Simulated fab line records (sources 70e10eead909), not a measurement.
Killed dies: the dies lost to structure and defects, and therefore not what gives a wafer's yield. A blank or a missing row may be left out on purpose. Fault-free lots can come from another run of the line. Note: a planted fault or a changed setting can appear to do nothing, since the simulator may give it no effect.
Which tool did it? + flow nand_harc + Sampling: 12 lots, 36 wafers, 6 of 1159 route steps

## WHAT EACH GAUGE READ, for each wafer
NHARC_P_GATE_CD_MEAS_26: target cd 120 nm. Usual: cd_nm at 120.2 nm, with a standard deviation of 0.6.
| lot  | measured     | on        | cd_nm (nm)        | flag |
|------|--------------|-----------|-------------------|------|
| L891 | day 4 17:25  | cd_sem-03 | 121.0 120.8 119.9 |      |
| L895 | day 5 11:28  | cd_sem-03 | 119.9 120.2 120.3 |      |
| L897 | day 5 22:58  | cd_sem-03 | 120.0 120.0 120.9 |      |
| L896 | day 5 23:49  | cd_sem-03 | 120.4 120.9 119.8 |      |
| L898 | day 6 13:34  | cd_sem-03 | 120.7 120.3 121.0 |      |
| L899 | day 6 17:42  | cd_sem-02 | 120.3 120.4 120.2 |      |
| L901 | day 7 04:47  | cd_sem-01 | 120.8 119.4 119.9 |      |
| L902 | day 7 04:32  | cd_sem-02 | 120.0 119.5 119.9 |      |
| L910 | day 9 05:20  | cd_sem-01 | 205.5 207.1 206.3 | OFF  |
| L912 | day 9 20:29  | cd_sem-03 | 120.5 120.3 120.5 |      |
| L911 | day 9 20:20  | cd_sem-02 | 204.6 205.9 205.2 | OFF  |
| L914 | day 10 11:39 | cd_sem-01 | 120.2 119.3 119.7 |      |

NHARC_END_SORT_01. Usual: killed_at_array 26, standard deviation 11; killed_at_other 0.6, standard deviation 1; killed_at_periphery 3.1, standard deviation 2.1; killed_dies 30, standard deviation 11; killed_open 3.4, standard deviation 1.8; killed_short 2.1, standard deviation 1.5.
| lot  | measured     | on        | killed_at_array | killed_at_other | killed_at_periphery | killed_dies | killed_open | killed_short | flag |
|------|--------------|-----------|-----------------|-----------------|---------------------|-------------|-------------|--------------|------|
| L891 | day 20 01:25 | prober-01 | 24 37 24        | 0 1 0           | 5 1 2               | 29 39 26    | 6 4 4       | 1 2 1        |      |
| L896 | day 20 10:45 | prober-02 | 15 24 22        | 0 2 0           | 4 8 5               | 19 34 27    | 3 6 2       | 3 1 2        |      |
| L901 | day 21 22:23 | prober-02 | 24 25 21        | 0 1 0           | 3 7 1               | 27 33 22    | 5 5 3       | 2 5 0        |      |
| L902 | day 21 15:22 | prober-02 | 31 19 34        | 2 0 1           | 2 6 5               | 35 25 40    | 2 3 5       | 4 2 5        |      |
| L910 | day 23 22:02 | prober-01 | 55 45 45        | 0 3 0           | 622 629 632         | 677 677 677 | 4 4 0       | 1 0 0        | OFF  |
| L911 | day 24 10:36 | prober-01 | 24 20 19        | 1 0 0           | 652 657 658         | 677 677 677 | 7 3 3       | 4 5 0        | OFF  |

## EACH LOT AND THE TOOL THAT RAN IT (in order: tool; ch and the chambers of the sampled wafers; start)
| lot  | NHARC_P_STI_CMP_21           | NHARC_P_GATE_DESCUM_13            | NHARC_P_GATE_HM_DEP_102       | NHARC_P_GATE_PEB_24               |
|------|------------------------------|-----------------------------------|-------------------------------|-----------------------------------|
| L891 | cmp-01 ch 0,1,2, day 3 10:49 | rie_diel-09 ch 0,1,2, day 4 03:41 | acl_dep-03 ch 0, day 4 16:03  | litho_track-06 ch 0, day 4 17:20  |
| L895 | cmp-03 ch 0,1,2, day 4 07:12 | rie_diel-11 ch 2,3, day 4 21:22   | acl_dep-01 ch 0, day 5 10:22  | litho_track-01 ch 0, day 5 11:23  |
| L897 | cmp-03 ch 0,1,2, day 4 15:19 | rie_diel-09 ch 0,1, day 5 08:28   | acl_dep-02 ch 0, day 5 21:44  | litho_track-01 ch 0, day 5 22:52  |
| L896 | cmp-04 ch 0,1,2, day 4 15:20 | rie_diel-06 ch 0,1, day 5 08:16   | acl_dep-02 ch 0, day 5 22:23  | litho_track-01 ch 0, day 5 23:44  |
| L898 | cmp-01 ch 1,2,3, day 5 02:13 | rie_diel-06 ch 1,2,3, day 5 20:03 | acl_dep-01 ch 0, day 6 12:22  | litho_track-06 ch 0, day 6 13:29  |
| L899 | cmp-03 ch 1,2,3, day 5 08:42 | rie_diel-06 ch 1,2,3, day 6 04:00 | acl_dep-02 ch 0, day 6 16:21  | litho_track-04 ch 0, day 6 17:37  |
| L901 | cmp-04 ch 0,1, day 5 21:29   | rie_diel-11 ch 2,3, day 6 14:17   | acl_dep-02 ch 0, day 7 03:24  | litho_track-06 ch 0, day 7 04:43  |
| L902 | cmp-03 ch 0,1,3, day 5 21:29 | rie_diel-11 ch 1,2,3, day 6 14:26 | acl_dep-01 ch 0, day 7 03:18  | litho_track-04 ch 0, day 7 04:27  |
| L910 | cmp-03 ch 0,1,3, day 7 21:31 | rie_diel-11 ch 0,1, day 8 15:44   | acl_dep-02 ch 0, day 9 04:11  | litho_track-06 ch 0, day 9 05:16  |
| L912 | cmp-03 ch 0,3, day 8 13:50   | rie_diel-06 ch 2,3, day 9 06:52   | acl_dep-01 ch 0, day 9 19:19  | litho_track-01 ch 0, day 9 20:24  |
| L911 | cmp-03 ch 0,2,3, day 8 13:58 | rie_diel-11 ch 1,2,3, day 9 06:43 | acl_dep-03 ch 0, day 9 19:13  | litho_track-06 ch 0, day 9 20:15  |
| L914 | cmp-01 ch 0,1, day 9 02:44   | rie_diel-06 ch 0,3, day 9 21:38   | acl_dep-02 ch 0, day 10 10:31 | litho_track-04 ch 0, day 10 11:34 |
- NHARC_P_STI_CMP_21: polishes, t overpolish 20 s, target thk 380.67 nm.
- NHARC_P_GATE_DESCUM_13: chemistry O2, time 3 s.
- NHARC_P_GATE_HM_DEP_102: deposits aC, target thk 120 nm.
- NHARC_P_GATE_PEB_24: peb time 65 s.

## WHAT THE TOOLS THEMSELVES READ (means of the sampled wafers that have a number; where no wafer has one, the mark that the record gives instead)
NHARC_P_STI_CMP_21. Usual: edge_zone_pressure_frac 1.000, standard deviation 0.0048; motor_current_A 12.6 A, standard deviation 1; overpolish_run_s 20.000 s, standard deviation 0.0092.
| lot  | tool   | edge_zone_pressure_frac | motor_current_A (A) | overpolish_run_s (s) | flag |
|------|--------|-------------------------|---------------------|----------------------|------|
| L891 | cmp-01 | 1.003                   | 12.2                | 19.996               |      |
| L895 | cmp-03 | 1.004                   | 12.8                | 20.003               |      |
| L897 | cmp-03 | 0.995                   | 12.2                | 19.995               |      |
| L896 | cmp-04 | 1.001                   | 12.7                | 19.990               |      |
| L898 | cmp-01 | 1.002                   | 13.3                | 20.009               |      |
| L899 | cmp-03 | 1.005                   | 12.8                | 20.006               |      |
| L901 | cmp-04 | 0.998                   | 11.8                | 20.001               |      |
| L902 | cmp-03 | 0.995                   | 12.3                | 20.002               |      |
| L910 | cmp-03 | 1.002                   | 12.1                | 20.004               |      |
| L912 | cmp-03 | 1.001                   | 12.7                | 19.993               |      |
| L911 | cmp-03 | 0.997                   | 12.5                | 20.000               |      |
| L914 | cmp-01 | 0.998                   | 11.8                | 20.007               |      |

NHARC_P_GATE_DESCUM_13. Usual: drypump_motor_current_A 5.6 A, standard deviation 0.43; oes_product_au 1.003 a.u., standard deviation 0.0079; rf_vpp_V 57.9 V, standard deviation 0.9; showerhead_plenum_p_Torr 1.94 Torr, standard deviation 0.082; throttle_valve_pct 11.311 %, standard deviation 0.0096.
| lot  | tool        | drypump_motor_current_A (A) | oes_product_au (a.u.) | rf_vpp_V (V) | showerhead_plenum_p_Torr (Torr) | throttle_valve_pct (%) | flag |
|------|-------------|-----------------------------|-----------------------|--------------|---------------------------------|------------------------|------|
| L891 | rie_diel-09 | 5.6                         | 1.003                 | 57.6         | 1.96                            | 11.310                 |      |
| L895 | rie_diel-11 | 5.5                         | 0.995                 | 57.9         | 2.02                            | 11.310                 |      |
| L897 | rie_diel-09 | 5.1                         | 1.007                 | 57.5         | 1.94                            | 11.318                 |      |
| L896 | rie_diel-06 | 5.7                         | 1.001                 | 57.8         | 1.83                            | 11.312                 |      |
| L898 | rie_diel-06 | 5.7                         | 1.008                 | 57.7         | 1.94                            | 11.312                 |      |
| L899 | rie_diel-06 | 5.7                         | 1.003                 | 58.1         | 1.94                            | 11.318                 |      |
| L901 | rie_diel-11 | 5.5                         | 1.003                 | 58.3         | 2.02                            | 11.308                 |      |
| L902 | rie_diel-11 | 5.6                         | 0.996                 | 58.6         | 2.02                            | 11.302                 |      |
| L910 | rie_diel-11 | 5.5                         | 1.015                 | 57.5         | 1.94                            | 11.315                 |      |
| L912 | rie_diel-06 | 5.3                         | 1.012                 | 57.5         | 1.96                            | 11.305                 |      |
| L911 | rie_diel-11 | 5.6                         | 1.009                 | 59.5         | 2.02                            | 11.317                 |      |
| L914 | rie_diel-06 | 5.8                         | 1.006                 | 57.7         | 1.84                            | 11.308                 |      |

NHARC_P_GATE_HM_DEP_102. Usual: throttle_valve_pct at 35.000 %, with a standard deviation of 0.01.
| lot  | tool       | throttle_valve_pct (%) | flag |
|------|------------|------------------------|------|
| L891 | acl_dep-03 | 35.007                 |      |
| L895 | acl_dep-01 | 34.989                 |      |
| L897 | acl_dep-02 | 35.005                 |      |
| L896 | acl_dep-02 | 35.010                 |      |
| L898 | acl_dep-01 | 34.996                 |      |
| L899 | acl_dep-02 | 35.011                 |      |
| L901 | acl_dep-02 | 34.999                 |      |
| L902 | acl_dep-01 | 34.995                 |      |
| L910 | acl_dep-02 | 35.011                 |      |
| L912 | acl_dep-01 | 34.999                 |      |
| L911 | acl_dep-03 | 34.999                 |      |
| L914 | acl_dep-02 | 35.005                 |      |

NHARC_P_GATE_PEB_24. Usual: heater_power_total_W 156.7 W, standard deviation 0.42; plate_temp_C 100.03 C, standard deviation 0.13; resist_line_temp_C 23.02 C, standard deviation 0.096.
| lot  | tool           | heater_power_total_W (W) | plate_temp_C (C) | resist_line_temp_C (C) | flag |
|------|----------------|--------------------------|------------------|------------------------|------|
| L891 | litho_track-06 | 156.7                    | 99.92            | 23.07                  |      |
| L895 | litho_track-01 | 156.3                    | 100.21           | 23.09                  |      |
| L897 | litho_track-01 | 156.5                    | 100.21           | 23.12                  |      |
| L896 | litho_track-01 | 156.7                    | 99.93            | 23.01                  |      |
| L898 | litho_track-06 | 156.9                    | 99.99            | 23.10                  |      |
| L899 | litho_track-04 | 156.4                    | 100.08           | 22.94                  |      |
| L901 | litho_track-06 | 156.8                    | 100.07           | 22.97                  |      |
| L902 | litho_track-04 | 157.2                    | 100.04           | 22.98                  |      |
| L910 | litho_track-06 | 124.8                    | 85.19            | 23.06                  | OFF  |
| L912 | litho_track-01 | 157.0                    | 100.07           | 22.85                  |      |
| L911 | litho_track-06 | 124.8                    | 85.03            | 23.05                  | OFF  |
| L914 | litho_track-04 | 156.7                    | 100.03           | 22.95                  |      |

## THE ANSWER, worked out from the rows above alone
Rule: a lot is off if the mean of its wafers that have a number lies more than 3 standard deviations from the usual mean. A lot without any number at a reading at which 4 lots or more have one is off too. Where the step has rows for the other lots, those lots are counted as sound. After the gauges, taken in route order, come the tools' own readings; for these a lot's mean is taken, as printed above. The first step at which some lot is off is used, and at that step the reading that is off furthest; a lot without a number counts as furthest.
Off at NHARC_P_GATE_CD_MEAS_26 (cd_nm): L910, L911.
If a tool, at a process step before that reading, ran all the lots that are off and no sound lot after the first of them, it fits. Not tried: the gauges at NHARC_P_GATE_CD_MEAS_26; whatever is off there is also off at NHARC_END_SORT_01, on other tools, and gauge error can't account for it. Undecided on this evidence; 2 tools fit (rie_diel-11 at NHARC_P_GATE_DESCUM_13, litho_track-06 at NHARC_P_GATE_PEB_24).

## WHAT HAD BEEN PUT IN BY THE SIMULATOR
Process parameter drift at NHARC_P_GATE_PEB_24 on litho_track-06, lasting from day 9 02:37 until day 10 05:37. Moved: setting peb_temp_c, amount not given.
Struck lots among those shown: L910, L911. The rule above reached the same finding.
